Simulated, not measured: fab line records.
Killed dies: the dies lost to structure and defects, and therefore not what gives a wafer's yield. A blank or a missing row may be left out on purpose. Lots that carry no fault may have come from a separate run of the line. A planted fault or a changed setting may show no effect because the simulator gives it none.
A lot that was struck, set against a sound lot -- flow n5 finfet -- 24 out of 1938 route steps
Sound: these wafers, L943.1, L943.3, L943.4. Wafers L944.2, L944.3, L944.4 were the ones struck. The cause is given at the end.
Per side, at each step with rows, come the tool, then ch with its chambers, and then its first start. Under that, the readings that differ: sound wafers -- struck wafers -- difference of the means -- sigmas: that difference in standard deviations of wafers without a fault.
alike: readings whose means differ by less than 2 such deviations, and words and numbers that are the same on both sides. not compared: withheld readings, readings that some wafer has no value for, bounds like >300 that may hide the same value, and numbers for which the record gives no deviation and whose values overlap.
The two part at a step that has a row with sigmas, a row that says differs or no value, or rows on one side only. Numbers that have no deviation but don't overlap get no sigmas and don't part them. Lack of a reading on every wafer of one side parts them only where that side has two or more wafers.

first, 8 steps without rows for these wafers: N5_BEOL_M6_ANNEAL_51 (time 90 s); N5_BEOL_M6_CMP_52 (polishes, stops on SiCOH lowk, t overpolish 6.9 s, target thk 80 nm); N5_BEOL_M6_PRE_CLEAN_55 (time 15 s); N5_BEOL_M6_DEP_56 (deposits SiCN from 3MS/NH3, target thk 10 nm, time 17.5 s); N5_BEOL_M7_ILD_DEP_00 (deposits SiCOH lowk from DEMS/porogen, target thk 179.75 nm, time 33.4 s); N5_BEOL_M7_CURE_74 (cures SiCOH lowk, time 240 s); N5_BEOL_M7_PECVD_70 (deposits SiO2 from TEOS/O2, target thk 20 nm, time 22.7 s); N5_BEOL_M7_HM_DEP_02 (deposits TiN, target thk 20 nm).
N5_BEOL_M7_COAT_59: time 60 s, resist thk 100 nm.
  sound on litho track-03 ch 0, day 12 16:29; struck on litho track-05 ch 0, day 12 23:47
reading,sound,struck,difference,sigmas
spin speed rpm (rpm),1499.2 1499.9 1500.0,1668.3 1668.0 1671.4,+169.5,+99 or more
model.SOC_of_BEOL_M7_COAT_59.thk nm (nm),100.4 100.2 100.4,95.6 95.4 95.4,-4.9,
  alike: exhaust pa
then, 9 steps without rows for these wafers: N5_BEOL_M7_COAT_60 (time 60 s, resist thk 35 nm); N5_BEOL_M7_COAT_05 (resist thk 90 nm); N5_BEOL_M7_EBR_07; N5_BEOL_M7_SOFTBAKE_06 (time 60 s); N5_BEOL_M7_EXPOSE_08 (exposes mask M7); N5_BEOL_M7_PEB_09 (peb time 60 s); N5_BEOL_M7_DEVELOP_10 (develop time 30 s); N5_BEOL_M7_DESCUM_16 (chemistry O2, time 7.9 s); N5_BEOL_M7_ETCH_61 (etches SiARC in CF4, target depth 45.5 nm, time 75.8 s).
N5_BEOL_M7_ETCH_62: etches SOC in N2/H2, target depth 110 nm, overetch 22 nm, time 165 s.
  sound on rie diel-03 ch 0,1,2, day 12 17:03; struck on rie diel-03 ch 2,3, day 13 00:21
reading,sound,struck,difference,sigmas
model.etch.depth nm (nm),100.5 100.1 100.3,95.68 95.38 95.41,-4.81,
  alike: drypump motor current A, h2 flow sccm, oes product au, rf vpp V, showerhead plenum p Torr, temp c, throttle valve pct
  not compared: rf hours counter h
then, 2 steps without rows for these wafers: N5_BEOL_M7_STRIP_68 (strips in N2/H2); N5_BEOL_M7_STRIP_67 (strips in CF4).
N5_BEOL_M7_HM_OPEN_17: chemistry Cl2/BCl3, target TiN, target depth 20 nm, overetch 6 nm.
  sound on rie metal-01 ch 0,1, day 12 17:14; struck on rie metal-01 ch 0,1, day 13 00:32
reading,sound,struck,difference,sigmas
model.SOC_of_BEOL_M7_COAT_59.thk nm (nm),92.6 92.2 92.4,87.8 87.6 87.6,-4.7,
  alike: drypump motor current A, oes product au, throttle valve pct
  not compared: rf hours counter h
then, 1 step without rows for these wafers: N5_BEOL_M7_STRIP_19 (strips in O2).
-- the record jumps here: 4 days lie between the struck wafers' starts before and after (it left off in module BEOL_M7 and takes up again in module PASSIVATION, whose first step shown is number 1936 of the route) --
N5_PASSIVATION_PROBE_49:
  only the struck wafers here have rows in the record (prober-01, day 16 20:43); the sound ones have none

WHERE THEY PART
Earliest at N5_BEOL_M7_COAT_59; latest, in this record, at N5_PASSIVATION_PROBE_49.

WHY: whatever the simulator had introduced
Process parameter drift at N5_BEOL_M7_COAT_59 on litho track-05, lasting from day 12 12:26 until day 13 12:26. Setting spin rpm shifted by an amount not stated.
